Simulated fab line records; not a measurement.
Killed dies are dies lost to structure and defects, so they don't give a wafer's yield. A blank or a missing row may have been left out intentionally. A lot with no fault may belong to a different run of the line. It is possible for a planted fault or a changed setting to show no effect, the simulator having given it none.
fab line records	flow nand_harc
record: lots: 24	wafers: 72	last_day: 24
route steps=1159 shown A_CHANNEL_FILL_D1@493 A_STAIRCASE@566
lots that met no fault: taken from a fault-free run of the same line
start_h: start of the lot's first displayed wafer, in hours after the record's first day	wait_h: how many hours have passed since the lot's step before this one	" same as the row above	L1.1+2: one row covering several wafers at once	- no value, or no start given	* or withheld: withheld	< > ~ a bound
route shown NAME@n: NAME is a module with steps in the file, n the number in the route of the first one	usual: average and standard deviation across the fault-free wafers	same: alike in all rows	chamber/n: place in a boat	sites: per-site readings	_std_site: standard deviation of those values	_edge_site: the outer-site mean with the inner-site mean subtracted	radius_mm: for every site, how far away it sits from the centre of the wafer	mask NAME#n: copy n	behind: the tool/chamber that last shaped the wafer	hold: what put the lot on hold/how long, in hours/how the hold closed	device: the transistor (n, p or np) that didn't switch	end of line: the same wafers' tests at the end of the route	a step given without rows: its recipe and nothing more	killed: not the wafer's yield, but the dies lost to structure and defects at the first sort	map: per-die view of a wafer (x killed, . not killed, _ where there is no die)
set.NAME: setting as actually run; set.NAME@STEP: the setting as run at that earlier step	model.NAME: the simulator's own value behind a step, which no gauge read
a sample of lots followed through the steps of the route, with each step as a table and each wafer as a row
services: when a tool's chamber went out of use (start_h, in hours from the record's first day, below 0 if earlier), for how many hours, and the reason
== steps ==
step: NHARC_A_CHANNEL_FILL_D1_ALD_03
recipe: target_thk_a: 60	pulse_time_s: 60	ald_cycles: 58	temp_c: 630	pressure_torr: 2	material: SiNx
usual: chamber_pressure_Torr: 2.001/0.0042	precursor_pulse_height_rel: 0.998/0.021
lot.wafer	tool	chamber	start_h	wait_h	chamber_pressure_Torr	precursor_pulse_height_rel
L074.1	ald_sin_batch-03	0	-	-	1.998	0.996
L074.4	"	0	"	"	1.996	0.988
L074.6	"	0	"	"	1.998	1.011
L075.1	ald_sin_batch-03	0	-	-	2.005	1.019
L075.2	"	0	"	"	2.004	1.006
L075.4	"	0	"	"	2.006	1.004
L076.1	ald_sin_batch-03	0	-	-	2.002	0.986
L076.3	"	0	"	"	1.998	1.017
L076.5	"	0	"	"	2.003	0.977
L078.2	ald_sin_batch-02	0	-	-	2.001	0.982
L078.4	"	0	"	"	1.997	1.006
L078.5	"	0	"	"	2.001	0.989
L079.3	ald_sin_batch-02	0	-	-	1.998	1.010
L079.5	"	0	"	"	2.000	1.001
L079.6	"	0	"	"	2.000	0.988
L077.3	ald_sin_batch-02	0	-	-	2.001	0.985
L077.5	"	0	"	"	1.997	1.001
L077.6	"	0	"	"	1.999	0.986
L080.1	ald_sin_batch-01	0	-	-	2.007	0.966
L080.3	"	0	"	"	1.999	0.982
L080.5	"	0	"	"	2.007	0.969
L081.2	ald_sin_batch-01	0	-	-	1.988	1.022
L081.3	"	0	"	"	1.996	1.002
L081.5	"	0	"	"	1.991	0.996
L082.1	ald_sin_batch-01	0	-	-	2.003	1.030
L082.4	"	0	"	"	2.006	0.996
L082.5	"	0	"	"	1.998	0.990
L083.2	ald_sin_batch-01	0	-	-	2.003	0.972
L083.4	"	0	"	"	2.001	1.000
L083.6	"	0	"	"	2.005	1.009
L084.2	ald_sin_batch-01	0	-	-	2.001	1.028
L084.4	"	0	"	"	2.002	1.018
L084.6	"	0	"	"	1.991	0.989
L085.4	ald_sin_batch-02	0	-	-	2.004	0.975
L085.5	"	0	"	"	2.003	1.010
L085.6	"	0	"	"	2.004	0.991
L086.2	ald_sin_batch-02	0	-	-	2.003	0.999
L086.4	"	0	"	"	1.998	1.009
L086.6	"	0	"	"	2.003	1.008
L087.1	ald_sin_batch-01	0	-	-	2.004	0.991
L087.2	"	0	"	"	2.006	1.027
L087.4	"	0	"	"	2.007	0.991
L088.1	ald_sin_batch-01	0	-	-	1.999	1.001
L088.5	"	0	"	"	2.003	1.039
L088.6	"	0	"	"	2.003	1.004
L089.1	ald_sin_batch-01	0	-	-	2.001	0.993
L089.4	"	0	"	"	2.000	1.058
L089.5	"	0	"	"	2.002	0.966
L090.3	ald_sin_batch-03	0	-	-	2.005	0.990
L090.4	"	0	"	"	2.002	0.963
L090.6	"	0	"	"	1.995	1.015
L091.1	ald_sin_batch-03	0	-	-	1.994	0.970
L091.2	"	0	"	"	1.998	0.957
L091.3	"	0	"	"	1.998	1.047
L092.3	ald_sin_batch-03	0	-	-	2.000	0.983
L092.4	"	0	"	"	2.005	0.982
L092.5	"	0	"	"	2.002	1.008
L093.2	ald_sin_batch-01	0	-	-	2.005	0.976
L093.3	"	0	"	"	2.000	1.016
L093.5	"	0	"	"	2.008	0.993
L094.1	ald_sin_batch-02	0	-	-	2.003	1.046
L094.4	"	0	"	"	2.002	0.986
L094.6	"	0	"	"	2.003	1.013
L095.2	ald_sin_batch-02	0	-	-	2.001	0.994
L095.5	"	0	"	"	1.997	0.986
L095.6	"	0	"	"	2.005	0.997
L096.3	ald_sin_batch-02	0	-	-	2.007	0.965
L096.5	"	0	"	"	2.005	0.974
L096.6	"	0	"	"	2.005	0.979
L097.1	ald_sin_batch-02	0	-	-	2.002	0.980
L097.2	"	0	"	"	2.003	1.008
L097.4	"	0	"	"	2.004	1.027
step: NHARC_A_CHANNEL_FILL_D1_ALD_15
recipe: target_thk_a: 20	pulse_time_s: 60	ald_cycles: 19	temp_c: 630	pressure_torr: 2	material: SiNx
usual: chamber_pressure_Torr: 2.001/0.0043	precursor_pulse_height_rel: 1.003/0.019
lot.wafer	tool	chamber	start_h	wait_h	chamber_pressure_Torr	precursor_pulse_height_rel
L074.1	ald_sin_batch-01	0	-	-	2.004	0.988
L074.4	"	0	"	"	2.001	1.041
L074.6	"	0	"	"	1.997	0.992
L075.1	ald_sin_batch-01	0	-	-	2.001	0.988
L075.2	"	0	"	"	2.003	0.980
L075.4	"	0	"	"	2.001	1.019
L076.1	ald_sin_batch-01	0	-	-	1.999	0.969
L076.3	"	0	"	"	1.999	0.993
L076.5	"	0	"	"	1.998	1.029
L078.2	ald_sin_batch-01	0	-	-	2.005	1.009
L078.4	"	0	"	"	2.001	0.987
L078.5	"	0	"	"	2.001	1.006
L079.3	ald_sin_batch-01	0	-	-	2.004	0.998
L079.5	"	0	"	"	2.003	0.991
L079.6	"	0	"	"	2.000	0.981
L077.3	ald_sin_batch-03	0	-	-	2.003	0.989
L077.5	"	0	"	"	1.995	0.983
L077.6	"	0	"	"	2.001	0.983
L080.1	ald_sin_batch-02	0	-	-	2.002	0.995
L080.3	"	0	"	"	1.998	0.993
L080.5	"	0	"	"	1.996	1.011
L081.2	ald_sin_batch-02	0	-	-	2.004	1.000
L081.3	"	0	"	"	1.995	0.996
L081.5	"	0	"	"	1.996	1.012
L082.1	ald_sin_batch-03	0	-	-	2.004	0.998
L082.4	"	0	"	"	1.999	0.999
L082.5	"	0	"	"	2.003	1.035
L083.2	ald_sin_batch-03	0	-	-	2.002	0.967
L083.4	"	0	"	"	1.999	0.998
L083.6	"	0	"	"	2.001	1.053
L084.2	ald_sin_batch-03	0	-	-	2.009	1.004
L084.4	"	0	"	"	2.003	0.994
L084.6	"	0	"	"	2.002	1.010
L085.4	ald_sin_batch-03	0	-	-	1.998	1.022
L085.5	"	0	"	"	2.001	1.020
L085.6	"	0	"	"	2.003	0.991
L086.2	ald_sin_batch-03	0	-	-	2.000	0.991
L086.4	"	0	"	"	2.002	1.000
L086.6	"	0	"	"	2.000	1.000
L087.1	ald_sin_batch-02	0	-	-	2.004	1.030
L087.2	"	0	"	"	1.998	1.001
L087.4	"	0	"	"	2.001	1.028
L088.1	ald_sin_batch-01	0	-	-	2.010	1.013
L088.5	"	0	"	"	2.009	0.974
L088.6	"	0	"	"	2.013	0.979
L089.1	ald_sin_batch-01	0	286.73	3.1	2.010	1.025
L089.4	"	0	"	"	2.010	1.002
L089.5	"	0	"	"	2.014	1.035
L090.3	ald_sin_batch-02	0	-	-	1.997	0.986
L090.4	"	0	"	"	2.005	0.968
L090.6	"	0	"	"	1.994	1.015
L091.1	ald_sin_batch-02	0	-	-	1.993	0.996
L091.2	"	0	"	"	2.000	0.988
L091.3	"	0	"	"	1.996	1.003
L092.3	ald_sin_batch-02	0	-	-	2.007	1.014
L092.4	"	0	"	"	1.997	0.987
L092.5	"	0	"	"	2.000	1.006
L093.2	ald_sin_batch-03	0	-	-	2.001	0.969
L093.3	"	0	"	"	2.001	1.004
L093.5	"	0	"	"	2.004	0.999
L094.1	ald_sin_batch-01	0	-	-	2.001	1.014
L094.4	"	0	"	"	2.004	0.998
L094.6	"	0	"	"	1.996	1.035
L095.2	ald_sin_batch-01	0	-	-	2.003	1.017
L095.5	"	0	"	"	2.003	1.043
L095.6	"	0	"	"	1.998	0.996
L096.3	ald_sin_batch-01	0	-	-	1.997	0.980
L096.5	"	0	"	"	2.004	1.022
L096.6	"	0	"	"	2.003	0.970
L097.1	ald_sin_batch-01	0	-	-	2.006	0.999
L097.2	"	0	"	"	1.999	1.030
L097.4	"	0	"	"	2.000	1.015
step: NHARC_A_CHANNEL_FILL_D1_ALD_25
recipe: target_thk_a: 600	pulse_time_s: 10	ald_cycles: 600	temp_c: 300	material: SiOx
usual: heater_power_w: 483/49	precursor_pulse_height_rel: 0.999/0.019
lot.wafer	tool	chamber	start_h	wait_h	heater_power_w	precursor_pulse_height_rel
L075.4	ald_hk-04	1	229.86	0.1	421	0.981
L075.2	"	2	"	"	493	0.978
L075.1	"	3	"	"	509	1.006
L076.1	ald_hk-02	2	230.45	0.7	397	0.979
L076.3	"	3	"	"	446	0.995
L076.5	"	2	232.88	3.1	398	0.990
L074.1	ald_hk-01	3	230.48	0.7	551	0.961
L074.4	"	0	"	"	540	1.008
L074.6	"	3	232.94	3.1	562	1.049
L078.2	ald_hk-02	2	236.38	0.1	399	0.976
L078.4	"	3	"	"	449	1.002
L078.5	"	2	238.83	2.5	412	1.000
L079.3	ald_hk-04	3	237.63	1.3	524	0.966
L079.5	"	1	238.87	2.5	421	1.015
L079.6	"	2	"	"	477	1.010
L077.3	ald_hk-01	3	244.27	0.1	520	1.014
L077.6	"	3	246.75	2.5	522	1.035
L077.5	"	0	"	"	550	0.972
L081.3	ald_hk-02	1	257.12	0.0	503	0.998
L081.2	"	2	"	"	410	1.012
L081.5	"	1	259.56	2.5	495	0.998
L080.3	ald_hk-04	1	257.74	0.7	423	0.983
L080.1	"	2	"	"	486	1.017
L080.5	"	1	260.19	3.1	403	0.998
L084.4	ald_hk-02	1	271.00	0.0	502	1.016
L084.2	"	2	"	"	402	0.985
L084.6	"	1	273.46	2.5	495	1.005
L083.2	ald_hk-04	0	271.00	0.1	529	0.979
L083.4	"	2	273.47	2.5	489	0.992
L083.6	"	0	275.93	5.0	547	1.029
L082.1	ald_hk-01	2	271.62	0.7	512	0.958
L082.4	"	3	"	"	508	1.016
L082.5	"	2	274.09	3.1	514	1.007
L086.4	ald_hk-04	0	299.93	0.1	542	0.978
L086.2	"	3	303.62	3.7	526	0.994
L086.6	"	0	304.85	5.0	533	0.978
L087.2	ald_hk-01	1	300.75	0.9	449	1.005
L087.4	"	3	301.98	2.1	521	0.948
L087.1	"	0	"	"	572	0.986
L085.4	ald_hk-02	2	301.79	1.9	425	0.993
L085.6	"	3	"	"	426	1.012
L085.5	"	0	"	"	537	1.002
L088.1	ald_hk-04	1	312.86	0.7	406	0.976
L088.5	"	0	314.69	2.5	531	1.012
L088.6	"	1	"	"	409	0.958
L089.4	ald_hk-01	0	313.48	1.3	573	1.031
L089.1	"	1	"	"	465	0.967
L089.5	"	3	315.33	3.1	528	0.979
L091.2	ald_hk-02	1	317.40	0.1	474	1.043
L091.3	"	2	"	"	418	0.996
L091.1	"	3	"	"	420	1.019
L090.3	ald_hk-04	3	318.02	0.7	505	1.016
L090.4	"	0	"	"	530	1.010
L090.6	"	3	320.48	3.1	514	0.980
L092.4	ald_hk-04	0	328.25	0.1	540	0.987
L092.3	"	2	329.47	1.3	482	0.996
L092.5	"	0	330.69	2.5	551	1.014
L093.2	ald_hk-02	1	333.23	0.1	467	0.984
L093.3	"	0	335.08	1.9	523	1.012
L093.5	"	2	336.31	3.1	414	0.990
L094.4	ald_hk-01	1	339.59	0.1	452	1.007
L094.1	"	0	341.43	1.9	557	0.977
L094.6	"	1	"	"	467	0.996
L095.2	ald_hk-04	2	340.21	0.7	492	1.000
L095.6	"	1	342.06	2.5	412	0.985
L095.5	"	2	"	"	479	0.992
L096.3	ald_hk-04	2	356.96	3.8	485	1.006
L096.6	"	3	358.21	5.0	519	1.015
L096.5	"	0	359.45	6.3	514	0.999
L097.2	ald_hk-02	0	363.64	0.3	515	0.999
L097.1	"	1	"	"	477	0.986
L097.4	"	3	365.49	2.1	430	1.012
step: NHARC_A_STAIRCASE_STRIP_175
recipe: power_w: 1500	temp_c: 250	chemistry: O2
usual: drypump_motor_current_A: 5.6/0.41	heater_power_w: 305/39
lot.wafer	tool	chamber	start_h	wait_h	drypump_motor_current_A	heater_power_w	rf_hours_counter_h
L074.1	plasma_asher-02	0	248.68	0.1	5.3	289	18
L074.4	"	1	"	"	5.8	305	-
L074.6	"	0	"	"	5.2	297	-
L076.1	plasma_asher-02	0	250.20	0.1	5.3	289	19
L076.3	"	0	"	"	5.2	286	-
L076.5	"	1	"	"	5.8	314	-
L075.1	plasma_asher-01	1	250.57	0.1	6.2	368	48
L075.2	"	0	"	"	5.1	262	48
L075.4	"	0	"	"	5.1	255	-
L078.2	plasma_asher-01	1	253.95	0.1	6.2	371	49
L078.4	"	1	"	"	6.2	364	-
L078.5	"	1	"	"	6.2	368	-
L079.3	plasma_asher-02	1	254.35	0.4	5.9	317	-
L079.6	"	0	"	"	5.3	297	-
L079.5	"	1	"	"	5.8	312	-
L077.3	plasma_asher-01	0	264.21	0.2	5.1	263	-
L077.6	"	0	"	"	5.1	261	-
L077.5	"	1	"	"	6.1	368	-
L081.2	plasma_asher-01	0	274.22	0.1	5.1	262	57
L081.3	"	0	"	"	5.1	259	-
L081.5	"	0	"	"	5.1	265	-
L080.1	plasma_asher-02	1	274.45	0.1	5.9	314	28
L080.3	"	1	"	"	5.8	314	-
L080.5	"	0	"	"	5.3	293	-
L082.1	plasma_asher-02	1	288.33	0.1	5.8	310	34
L082.4	"	1	"	"	5.8	305	-
L082.5	"	1	"	"	5.8	321	-
L084.2	plasma_asher-01	1	288.51	0.1	6.2	365	1
L084.4	"	0	"	"	5.1	254	-
L084.6	"	1	"	"	6.1	368	-
L083.2	plasma_asher-01	0	292.12	0.1	5.1	253	2
L083.4	"	0	"	"	5.1	256	-
L083.6	"	0	"	"	5.1	250	-
L087.2	plasma_asher-02	0	319.23	0.1	5.3	293	42
L087.1	"	1	"	"	5.8	302	42
L087.4	"	0	"	"	5.3	294	-
L085.4	plasma_asher-02	0	319.69	0.2	5.3	294	-
L085.6	"	1	"	"	5.8	300	-
L085.5	"	0	"	"	5.3	296	-
L086.2	plasma_asher-02	0	322.66	0.1	5.3	290	44
L086.4	"	1	"	"	5.8	309	-
L086.6	"	0	"	"	5.3	294	-
L088.1	plasma_asher-01	0	329.81	0.1	5.1	253	14
L088.6	"	0	"	"	5.1	255	-
L088.5	"	1	"	"	6.1	356	-
L089.1	plasma_asher-01	1	330.14	0.1	6.2	368	14
L089.4	"	1	"	"	6.2	365	-
L089.5	"	0	"	"	5.1	254	-
L091.2	plasma_asher-01	0	335.02	0.1	5.1	252	16
L091.1	"	1	"	"	6.1	366	16
L091.3	"	0	"	"	5.1	255	-
L090.4	plasma_asher-02	0	335.49	0.2	5.3	290	-
L090.3	"	1	"	"	5.8	312	-
L090.6	"	1	"	"	5.8	310	-
L092.3	plasma_asher-01	0	346.10	0.2	5.1	255	-
L092.4	"	1	"	"	6.2	372	-
L092.5	"	0	"	"	5.1	244	-
L093.2	plasma_asher-02	1	351.04	0.1	5.8	311	54
L093.3	"	1	"	"	5.8	309	-
L093.5	"	1	"	"	5.8	316	-
L095.2	plasma_asher-02	1	358.98	0.3	5.8	310	56
L095.6	"	0	"	"	5.3	292	-
L095.5	"	1	"	"	5.8	305	-
L094.1	plasma_asher-02	1	359.22	0.1	5.8	296	57
L094.4	"	1	"	"	5.8	309	-
L094.6	"	1	"	"	5.8	307	-
L096.3	plasma_asher-01	1	374.34	0.5	6.1	362	-
L096.6	"	0	"	"	5.1	246	-
L096.5	"	1	"	"	6.1	360	-
L097.2	plasma_asher-02	1	382.00	0.1	5.9	297	2
L097.1	"	0	"	"	5.2	276	2
L097.4	"	0	"	"	5.2	283	-
step: NHARC_A_STAIRCASE_TRIM_191
recipe: time_s: 211.2	o2_flow_sccm: 500	ar_flow_sccm: 0	bias_w: 0	chemistry: O2
usual: drypump_motor_current_A: 5.6/0.44	oes_product_au: 1.001/0.011	rf_vpp_V: 57.8/0.98	showerhead_plenum_p_Torr: 3.53/0.16	throttle_valve_pct: 17.036/0.0091
lot.wafer	tool	chamber	start_h	wait_h	drypump_motor_current_A	oes_product_au	rf_hours_counter_h	rf_vpp_V	showerhead_plenum_p_Torr	throttle_valve_pct
L074.4	rie_diel-10	0	-	-	5.3	1.008	24	59.0	3.54	17.046
L074.1	"	2	"	"	5.3	1.013	24	58.6	3.46	17.029
L074.6	"	0	"	"	5.3	0.995	-	56.1	3.54	17.035
L076.3	rie_diel-10	2	-	-	5.3	0.995	25	57.9	3.46	17.022
L076.1	"	0	"	"	5.4	1.001	26	58.3	3.54	17.037
L076.5	"	3	"	"	6.2	0.998	-	56.5	3.31	17.038
L075.4	rie_diel-10	2	-	-	5.3	1.002	25	56.8	3.46	17.039
L075.2	"	0	"	"	5.4	1.001	26	58.2	3.54	17.020
L075.1	"	1	"	"	5.1	1.011	26	57.9	3.63	17.042
L078.2	rie_diel-11	0	-	-	6.5	0.979	22	57.9	3.80	17.031
L078.4	"	2	"	"	6.0	0.988	16	58.5	3.80	17.031
L078.5	"	0	"	"	6.5	0.991	-	58.7	3.80	17.041
L079.3	rie_diel-11	1	-	-	5.9	1.005	22	57.5	3.36	17.015
L079.6	"	0	"	"	6.5	0.991	-	57.8	3.80	17.028
L079.5	"	1	"	"	5.9	1.009	-	57.5	3.35	17.023
L077.3	rie_diel-11	3	-	-	5.5	0.996	19	57.6	3.63	17.040
L077.5	"	1	"	"	5.9	0.996	-	57.8	3.35	17.027
L077.6	"	2	"	"	5.9	0.994	-	58.8	3.80	17.042
L081.3	rie_diel-09	3	-	-	5.7	1.001	4	55.6	3.33	17.033
L081.2	"	1	"	"	4.8	0.994	3	58.2	3.67	17.029
L081.5	"	3	"	"	5.7	1.006	-	57.4	3.33	17.054
L080.1	rie_diel-11	0	-	-	6.5	0.986	29	58.3	3.79	17.035
L080.3	"	2	"	"	5.9	0.995	23	58.9	3.79	17.030
L080.5	"	0	"	"	6.5	0.997	-	60.1	3.79	17.043
L082.1	rie_diel-09	0	-	-	5.5	0.998	9	58.0	3.46	17.025
L082.4	"	1	"	"	4.8	0.998	8	58.8	3.67	17.047
L082.5	"	0	"	"	5.4	1.007	-	58.5	3.46	17.060
L084.4	rie_diel-09	2	-	-	5.5	1.017	8	58.7	3.53	17.023
L084.2	"	1	"	"	4.7	0.989	8	58.0	3.67	17.031
L084.6	"	2	"	"	5.5	1.009	-	57.1	3.53	17.033
L083.4	rie_diel-10	1	-	-	5.1	1.004	42	58.4	3.63	17.029
L083.2	"	2	"	"	5.3	1.002	39	59.0	3.46	17.031
L083.6	"	1	"	"	5.1	1.013	-	56.9	3.63	17.022
L087.2	rie_diel-09	0	-	-	5.5	0.997	22	57.2	3.45	17.036
L087.4	"	1	"	"	4.8	1.004	20	59.5	3.66	17.037
L087.1	"	2	"	"	5.5	1.021	20	58.4	3.52	17.046
L085.4	rie_diel-09	2	-	-	5.5	1.014	20	58.1	3.52	17.023
L085.5	"	3	"	"	5.7	1.012	-	57.9	3.32	17.044
L085.6	"	0	"	"	5.5	0.991	-	57.1	3.45	17.039
L086.2	rie_diel-10	0	-	-	5.3	1.004	51	58.7	3.53	17.033
L086.6	"	2	"	"	5.3	1.011	-	57.3	3.45	17.028
L086.4	"	3	"	"	6.2	0.997	-	57.7	3.30	17.028
L088.1	rie_diel-10	2	-	-	5.3	1.001	53	56.1	3.45	17.019
L088.6	"	1	"	"	5.1	1.001	-	57.3	3.62	17.037
L088.5	"	2	"	"	5.3	1.005	-	58.6	3.45	17.036
L089.1	rie_diel-09	3	-	-	5.7	1.019	26	57.4	3.32	17.022
L089.4	"	1	"	"	4.8	1.007	23	59.1	3.66	17.050
L089.5	"	2	"	"	5.5	1.018	-	58.8	3.52	17.045
L091.3	rie_diel-11	2	-	-	5.9	0.992	44	58.7	3.78	17.043
L091.2	"	0	"	"	6.5	0.972	55	58.8	3.78	17.044
L091.1	"	1	"	"	5.9	0.997	50	57.2	3.34	17.032
L090.3	rie_diel-09	2	-	-	5.5	1.015	26	57.9	3.52	17.039
L090.4	"	3	"	"	5.7	1.017	28	57.4	3.32	17.038
L090.6	"	2	"	"	5.5	1.008	-	58.8	3.52	17.029
L092.4	rie_diel-10	1	-	-	5.1	0.996	57	57.4	3.62	17.034
L092.3	"	3	"	"	6.2	0.993	62	58.7	3.29	17.033
L092.5	"	0	"	"	5.4	0.987	-	58.1	3.52	17.032
L093.2	rie_diel-11	2	-	-	5.9	0.989	50	58.4	3.78	17.043
L093.3	"	1	"	"	6.0	0.993	56	57.7	3.34	17.028
L093.5	"	3	"	"	5.5	1.000	-	57.3	3.61	17.047
L095.2	rie_diel-09	2	-	-	5.5	1.004	37	57.9	3.51	17.033
L095.5	"	0	"	"	5.5	0.986	-	57.4	3.45	17.027
L095.6	"	1	"	"	4.7	0.998	-	58.0	3.65	17.036
L094.1	rie_diel-09	2	-	-	5.5	1.013	37	56.9	3.51	17.042
L094.6	"	2	"	"	5.5	1.001	-	57.3	3.51	17.055
L094.4	"	0	"	"	5.5	1.000	-	57.5	3.44	17.034
L096.3	rie_diel-11	0	-	-	6.6	0.993	0	57.2	3.77	17.043
L096.5	"	2	"	"	5.9	1.014	-	60.1	3.77	17.015
L096.6	"	3	"	"	5.5	0.999	-	57.2	3.61	17.042
L097.1	rie_diel-11	0	-	-	6.5	0.980	4	58.4	3.77	17.033
L097.4	"	2	"	"	5.9	0.995	3	58.7	3.77	17.033
L097.2	"	3	"	"	5.5	1.009	4	57.8	3.60	17.026
step: NHARC_A_STAIRCASE_ETCH_192
recipe: target_depth_a: 1000	time_s: 40.5	ion_energy_ev: 400	c4f8_flow_sccm: 20	o2_flow_sccm: 10	ar_flow_sccm: withheld	rf_w: 600	bias_w: 1000	chemistry: C4F8/O2
usual: oes_product_au: 0.941/0.013	rf_vpp_V: 896/5.8
lot.wafer	tool	chamber	start_h	wait_h	oes_product_au	rf_hours_counter_h	rf_vpp_V
L074.4	rie_diel-10	1	-	-	0.940	25	899
L074.1	"	2	"	"	0.945	24	894
L074.6	"	0	"	"	0.943	-	895
L076.3	rie_diel-10	2	-	-	0.928	25	894
L076.1	"	3	"	"	0.931	25	887
L076.5	"	2	"	"	0.933	-	893
L075.1	rie_diel-10	2	-	-	0.933	25	894
L075.2	"	3	"	"	0.953	25	887
L075.4	"	0	"	"	0.953	26	898
L078.2	rie_diel-11	3	-	-	0.937	15	899
L078.4	"	0	"	"	0.916	22	905
L078.5	"	3	"	"	0.939	-	901
L079.3	rie_diel-11	2	-	-	0.925	17	904
L079.6	"	2	"	"	0.912	-	905
L079.5	"	3	"	"	0.921	-	899
L077.3	rie_diel-11	2	-	-	0.944	21	905
L077.5	"	2	"	"	0.942	-	905
L077.6	"	3	"	"	0.948	-	899
L081.3	rie_diel-09	3	-	-	0.956	4	888
L081.2	"	0	"	"	0.951	4	893
L081.5	"	0	"	"	0.946	-	893
L080.1	rie_diel-11	0	-	-	0.904	30	907
L080.3	"	1	"	"	0.928	30	891
L080.5	"	3	"	"	0.932	-	900
L082.1	rie_diel-09	3	-	-	0.954	10	887
L082.4	"	1	"	"	0.945	8	900
L082.5	"	0	"	"	0.945	-	894
L084.2	rie_diel-09	3	-	-	0.945	10	888
L084.4	"	0	"	"	0.929	10	893
L084.6	"	2	"	"	0.957	-	896
L083.2	rie_diel-10	3	-	-	0.962	40	887
L083.4	"	0	"	"	0.947	41	896
L083.6	"	3	"	"	0.954	-	888
L087.2	rie_diel-09	3	-	-	0.961	22	889
L087.4	"	1	"	"	0.925	20	900
L087.1	"	2	"	"	0.950	20	896
L085.4	rie_diel-09	2	-	-	0.957	20	895
L085.5	"	2	"	"	0.949	-	895
L085.6	"	3	"	"	0.943	-	889
L086.2	rie_diel-10	0	-	-	0.939	51	896
L086.4	"	3	"	"	0.944	-	887
L086.6	"	2	"	"	0.944	-	892
L088.1	rie_diel-10	3	-	-	0.967	55	887
L088.6	"	3	"	"	0.955	-	887
L088.5	"	0	"	"	0.950	-	895
L089.1	rie_diel-09	0	-	-	0.957	25	894
L089.4	"	1	"	"	0.948	23	901
L089.5	"	0	"	"	0.948	-	894
L091.2	rie_diel-11	3	-	-	0.927	46	900
L091.3	"	0	"	"	0.917	55	905
L091.1	"	1	"	"	0.932	50	889
L090.4	rie_diel-09	2	-	-	0.943	26	897
L090.3	"	1	"	"	0.937	26	902
L090.6	"	3	"	"	0.952	-	889
L092.4	rie_diel-10	2	-	-	0.953	59	892
L092.3	"	0	"	"	0.938	62	895
L092.5	"	2	"	"	0.954	-	892
L093.3	rie_diel-11	1	-	-	0.940	56	889
L093.2	"	3	"	"	0.935	50	899
L093.5	"	0	"	"	0.926	-	906
L095.2	rie_diel-09	3	-	-	0.939	38	888
L095.6	"	3	"	"	0.960	-	888
L095.5	"	0	"	"	0.920	-	893
L094.1	rie_diel-09	0	-	-	0.927	37	893
L094.6	"	0	"	"	0.932	-	891
L094.4	"	1	"	"	0.936	-	902
L096.3	rie_diel-11	0	-	-	0.935	0	906
L096.6	"	0	"	"	0.939	-	903
L096.5	"	1	"	"	0.935	-	888
L097.2	rie_diel-11	0	-	-	0.924	4	905
L097.4	"	1	"	"	0.946	3	889
L097.1	"	3	"	"	0.950	4	899
== services ==
tool	chamber	start_h	hours	kind
rie_diel-10	-	176.50	9.0	pm
rie_diel-11	2	178.22	28.1	repair
ald_hk-04	-	187.07	10.0	pm
rie_diel-11	-	189.57	9.0	pm
plasma_asher-02	-	189.65	9.0	pm
rie_diel-09	0	195.54	6.6	repair
rie_diel-09	2	206.77	3.1	repair
rie_diel-11	2	215.98	7.2	repair
rie_diel-10	0	219.55	4.4	repair
rie_diel-11	3	222.43	15.8	repair
rie_diel-09	-	254.16	9.0	pm
rie_diel-10	2	262.69	2.8	repair
plasma_asher-01	-	276.00	9.0	pm
plasma_asher-02	-	286.69	1.3	repair
rie_diel-11	1	303.45	4.2	repair
ald_sin_batch-03	-	314.00	26.0	pm
rie_diel-10	1	321.61	9.0	repair
rie_diel-10	2	332.57	1.5	repair
ald_sin_batch-02	-	339.51	13.7	repair
ald_sin_batch-03	-	356.51	1.3	repair
rie_diel-09	3	361.78	33.2	repair
ald_hk-04	-	365.11	10.0	pm
rie_diel-11	-	366.57	9.0	pm
plasma_asher-02	-	366.65	9.0	pm
== key ==
fault none
